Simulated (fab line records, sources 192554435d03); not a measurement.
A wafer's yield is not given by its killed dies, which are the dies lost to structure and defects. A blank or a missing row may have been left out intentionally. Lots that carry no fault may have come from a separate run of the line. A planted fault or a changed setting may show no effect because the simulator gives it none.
Split-lot experiment -- flow n5Finfet -- on a route of 1938 steps: 7 lots, 39 wafers read

== ABOUT THE SPLIT ==
At N5_PASSIVATION_PECVD_55 (deposits SiO2 from SiH4/N2O, target thk 400 nm, time 22.5 s), the setting timeS was moved away from the recipe's 22.5 s on 15 of the 39 wafers read, by -55.2% to +36.4%. This setting was run at the recipe's value on the other wafers.

== FROM THE SPLIT TO THE READING: what the file shows between them, 4 steps ==
- N5_PASSIVATION_PECVD_01: deposits SiNx from SiH4/NH3/N2, target thk 200 nm, time 43.2 s
- N5_PASSIVATION_HMDS_03: time 60 s
- N5_PASSIVATION_DESCUM_12: chemistry O2, time 7.9 s
- N5_PASSIVATION_PASS_ETCH_74: etches SiNx in CF4/O2, target depth 220 nm, time 110 s

== THE READING ==
TV_OPEN.cdOffsetNm (the simulator's own value, which no gauge read), in nm, at N5_PASSIVATION_VIA_ETCH_13 (etches SiO2 in CHF3/O2, target depth 660 nm, time 330 s). The file does not state a usual value for it. The 24 wafers here that ran the recipe average 1.8 nm, standard deviation 0.45 nm.

wafer,"tool, chamber at the split","timeS as run, s",against the recipe,"TV_OPEN.cdOffsetNm, nm",against lot-mates on the recipe
L078.1,"pecvd-04, 2",10.08,-55.2%,5,+2.7
L078.2,"pecvd-04, 1",10.08,-55.2%,5.2,+2.9
L078.3,"pecvd-04, 0",22.5,recipe,2.8,-
L078.4,"pecvd-04, 0",22.5,recipe,1.8,-
L078.5,"pecvd-04, 1",10.08,-55.2%,4.6,+2.3
L078.6,"pecvd-04, 2",22.5,recipe,2.2,-
L079.1,"pecvd-03, 2",30.68,+36.4%,0.8,-1.3
L079.2,"pecvd-03, 0",22.5,recipe,2.4,-
L079.3,"pecvd-03, 1",30.68,+36.4%,0,-2.1
L079.4,"pecvd-03, 2",22.5,recipe,1.6,-
L079.5,"pecvd-03, 0",22.5,recipe,2.2,-
L079.6,"pecvd-03, 1",30.68,+36.4%,-0.4,-2.5
L087.1,"pecvd-04, 1",27.66,+22.9%,0.8,-1.3
L087.2,"pecvd-04, 0",27.66,+22.9%,1.8,-0.3
L087.3,"pecvd-04, 2",22.5,recipe,1.8,-
L087.4,"pecvd-04, 0",22.5,recipe,2.2,-
L087.5,"pecvd-04, 1",22.5,recipe,2.2,-
L087.6,"pecvd-04, 2",27.66,+22.9%,1,-1.1
L085.1,"pecvd-03, 1",22.5,recipe,2.2,-
L085.2,"pecvd-03, 2",30.7,+36.4%,-0.2,-2.0
L085.3,"pecvd-03, 0",22.5,recipe,2,-
L085.4,"pecvd-03, 0",30.7,+36.4%,-0.2,-2.0
L085.5,"pecvd-03, 2",22.5,recipe,1.2,-
L085.6,"pecvd-03, 1",30.7,+36.4%,1,-0.8
L088.1,"pecvd-04, 2",22.5,recipe,1.8,-
L088.2,"pecvd-04, 0",22.5,recipe,1.8,-
L088.3,"pecvd-04, 2",30.7,+36.4%,-0.6,-2.3
L088.4,"pecvd-04, 0",22.5,recipe,1.6,-
L088.5,"pecvd-04, 0",30.7,+36.4%,0.2,-1.5
L088.6,"pecvd-04, 2",30.7,+36.4%,0,-1.7
L095.2,"pecvd-03, 0",22.5,recipe,1.6,-
L095.3,"pecvd-03, 1",22.5,recipe,1.6,-
L095.4,"pecvd-03, 0",22.5,recipe,1.6,-
L097.1,"pecvd-04, 0",22.5,recipe,1.6,-
L097.2,"pecvd-04, 2",22.5,recipe,1.6,-
L097.3,"pecvd-04, 1",22.5,recipe,1,-
L097.4,"pecvd-04, 2",22.5,recipe,1.4,-
L097.5,"pecvd-04, 1",22.5,recipe,2.2,-
L097.6,"pecvd-04, 0",22.5,recipe,0.8,-

THE FIT
A straight line over all 39 wafers: TV_OPEN.cdOffsetNm changes by -0.0508 nm for each +1% of timeS; r = -0.93; the points scatter about the line by 0.49 nm.
The same after taking each lot's own level away (the mean of its wafers on the recipe; 39 wafers): -0.0483 nm for each +1%; r = -0.94; scatter 0.4 nm.
Per that fit: largest timeS move, reading shift of 2.7 nm.
The lots' own levels span 1.43 to 2.27 nm, that is 1.9 times the standard deviation above.
The two slopes agree, so the slope changes little with the lot-to-lot level.
Check: with one of the wafers moved furthest among these (-55.2%) left out of the fit, the line predicts +2.66 nm for it against its lot-mates. It came out at +2.73 nm against them.

== OTHER SPLITS ON THESE WAFERS ==
Other splits were also applied to these wafers ahead of the reading. Each is held against what the fit with the lots' levels taken away leaves over:
other split on the same wafers,wafers away from the commonest value,r with TV_OPEN.cdOffsetNm (lot level and that fit taken away)
N5_BEOL_M10_CVD_75 targetThkA,9,-0.02
N5_BEOL_M13_ETCH_68 timeS,18,+0.04

== THE WHOLE CHAIN: every reading that the file lists as answering this split, in the file's order ==
step,what it does,reading,change (the file's fit),r (the file's)
N5_PASSIVATION_PECVD_55,"deposits SiO2 from SiH4/N2O, target thk 400 nm, time 22.5 s","SiO2_of_PASSIVATION_PECVD_55.thkNm (the simulator's own value, which no gauge read)",+4.05 nm for each +1% of the setting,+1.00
N5_PASSIVATION_VIA_ETCH_13,"etches SiO2 in CHF3/O2, target depth 660 nm, time 330 s",etchRfOnTimeS,withheld for each +1% of the setting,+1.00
N5_PASSIVATION_VIA_ETCH_13,"etches SiO2 in CHF3/O2, target depth 660 nm, time 330 s","TV_OPEN.cdOffsetNm (the simulator's own value, which no gauge read)",-0.0482 nm for each +1% of the setting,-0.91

== THE FILE'S OWN FIT ==
TV_OPEN.cdOffsetNm changes by -0.0482 nm for each +1% of timeS, r = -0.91.
